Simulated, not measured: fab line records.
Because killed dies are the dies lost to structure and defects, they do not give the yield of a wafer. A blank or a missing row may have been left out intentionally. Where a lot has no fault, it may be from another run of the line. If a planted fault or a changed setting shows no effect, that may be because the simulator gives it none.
Comparing a struck lot with a sound one	flow n5-finfet	18 steps out of a route of 1938
Sound: the wafers L365.1, L365.3, L365.4. Struck: wafer L379.2. (L379.5 of the same lot was not struck and is left out.) The cause comes at the end.
Each step with rows lists, per side, the tool, then ch with its chambers, then its first start. Under that, the readings that differ: sound wafers	struck wafers	difference of the means	sigmas: that difference in standard deviations of wafers without a fault.
alike: readings whose means differ by less than 2 such deviations, and words and numbers that are the same on both sides. not compared: withheld readings, readings that some wafer has no value for, bounds like >300 that may hide the same value, and numbers for which the record gives no deviation and whose values overlap.
A row with sigmas, a row that says differs or no value, or rows on one side alone: a step with any of these is where the two part. When numbers do not overlap yet have no deviation, they are printed without sigmas and do not part them. A reading missing from all wafers of one side parts the sides only when that side holds two or more wafers.

first, 1 step without rows for these wafers: N5_SD_EPI_N_DEVELOP_08 (develop time 30 s).
N5_SD_EPI_N_CD_MEAS_09: the cd target is 120 nm.
  sound on cd-sem-03 ch 0, day 3 07:44; struck on cd-sem-01 ch 0, day 6 18:41
  alike: cd-nm
N5_SD_EPI_N_OVL_MEAS_10:
  sound on overlay-02 ch 0, day 3 07:46; struck on overlay-01 ch 0, day 6 18:43
  alike: SD_N_BLK_OVL
N5_SD_EPI_N_INSPECT_11: inspects for defects (macro).
  sound: defect-inspect-01 at day 3 07:47; struck: defect-inspect-02 at day 6 18:44
  alike: raw-defect-count
then, 1 step without rows for these wafers: N5_SD_EPI_N_DESCUM_14 (chemistry O2, time 7.9 s).
N5_SD_EPI_N_ETCH_34: etches SiARC in CF4, target depth 45.5 nm, time 75.8 s.
  sound on rie-diel-05 ch 0,1,2, day 3 07:52; struck on rie-diel-04 ch 0, day 6 18:48
reading	sound	struck	difference	sigmas
rf-hours-counter-h (h)	127 111 223	32	-122	
  alike: drypump-motor-current-A, etch-rf-on-time-s, oes-product-au, rf-vpp-V, showerhead-plenum-p-Torr, throttle-valve-pct
N5_SD_EPI_N_ETCH_35: etches SOC in N2/H2, overetch 108 nm, time 486 s.
  sound on rie-diel-05 ch 0,1,2, day 3 07:55; struck on rie-diel-04 ch 0, day 6 18:52
reading	sound	struck	difference	sigmas
rf-hours-counter-h (h)	127 111 223	32	-122	
  alike: drypump-motor-current-A, oes-product-au, rf-vpp-V, showerhead-plenum-p-Torr, throttle-valve-pct
then, 1 step without rows for these wafers: N5_SD_EPI_N_STRIP_36 (strips in N2/H2).
N5_SD_EPI_N_ETCHBACK_44: etches SiNx in CH3F/O2, stops on SiO2, target depth 14.5 nm.
  sound on rie-diel-05 ch 0,1,2, day 3 08:14; struck on rie-diel-04 ch 0, day 6 19:11
reading	sound	struck	difference	sigmas
rf-hours-counter-h (h)	127 112 223	32	-122	
  alike: drypump-motor-current-A, oes-product-au, rf-vpp-V, showerhead-plenum-p-Torr, throttle-valve-pct
then, 1 step without rows for these wafers: N5_SD_EPI_N_ETCH_45 (etches SiOCN in CH3F/O2, target depth 6 nm).
N5_SD_EPI_N_ETCH_16: etches SiO2 in CHF3/O2, target depth 5 nm.
  sound on rie-diel-05 ch 0,1,2, day 3 08:26; struck on rie-diel-04 ch 0, day 6 19:23
reading	sound	struck	difference	sigmas
rf-hours-counter-h (h)	127 112 223	32	-122	
  alike: drypump-motor-current-A, oes-product-au, rf-vpp-V, showerhead-plenum-p-Torr, throttle-valve-pct
then, 1 step without rows for these wafers: N5_SD_EPI_N_STRIP_47 (strips in CHF3/O2).
N5_SD_EPI_N_SD_RECESS_17: chemistry HBr/Cl2/O2, target depth 41 nm, time 23.7 s, bt time 3 s.
  sound on rie-si-03 ch 1,2,3, day 3 08:31; struck on rie-si-02 ch 1, day 6 19:27
reading	sound	struck	difference	sigmas
rf-hours-counter-h (h)	128 40 18	180	+118	
model.etch.depth-nm (nm)	42.34 41.35 42.15	38.98	-2.97	
model.SD_EPI_N.feature-depth-nm (nm)	42.4 41.4 42.2	39	-3	
model.Si_of_WELL_APT_EPI_41.thk-nm (nm)	6.2 8 6.8	11.2	+4.2	
  alike: drypump-motor-current-A, oes-product-au, throttle-valve-pct
N5_SD_EPI_N_STRIP_38: strips in N2/H2.
  sound on plasma-asher-02 ch 0,1, day 3 08:37; struck on plasma-asher-02 ch 1, day 6 19:33
  alike: drypump-motor-current-A, heater-power-w, oes-product-au
  not compared: rf-hours-counter-h
then, 1 step without rows for these wafers: N5_SD_EPI_N_WET_ETCH_43 (etches SiO2 in dHF, time 14 s, target depth 1.5 nm).
N5_SD_EPI_N_STRIP_18: strips in SPM, time 750 s.
  sound on wet-bench-06 ch 0,6,7, day 3 08:43; struck on wet-bench-03 ch 4, day 6 19:38
reading	sound	struck	difference	sigmas
model.Si_of_WELL_APT_EPI_41.thk-nm (nm)	5.8 7.6 6.4	11	+4	
then, 1 step without rows for these wafers: N5_SD_EPI_N_SRD_20 (time 30 s).
-- the record jumps here: 9 days lie between the struck wafers' starts before and after (it left off in module SD_EPI_N and takes up again in module PASSIVATION, whose first step shown is number 1936 of the route) --
N5_PASSIVATION_PROBE_49:
  sound: prober-02 at day 12 13:09; struck: prober-02 at day 16 04:32
reading	sound	struck	difference	sigmas
killed_at_M0_to_M3	28 25 12	52	+30	+3
killed-at-front-end	80 66 59	39	-29	-2
  alike: killed_at_M4_up, killed-at-contacts, killed-at-other, killed-dies, killed-open, killed-short

## WHERE THEY PART
Only at N5_PASSIVATION_PROBE_49, as far as this record shows.

WHY: what had been put in by the simulator
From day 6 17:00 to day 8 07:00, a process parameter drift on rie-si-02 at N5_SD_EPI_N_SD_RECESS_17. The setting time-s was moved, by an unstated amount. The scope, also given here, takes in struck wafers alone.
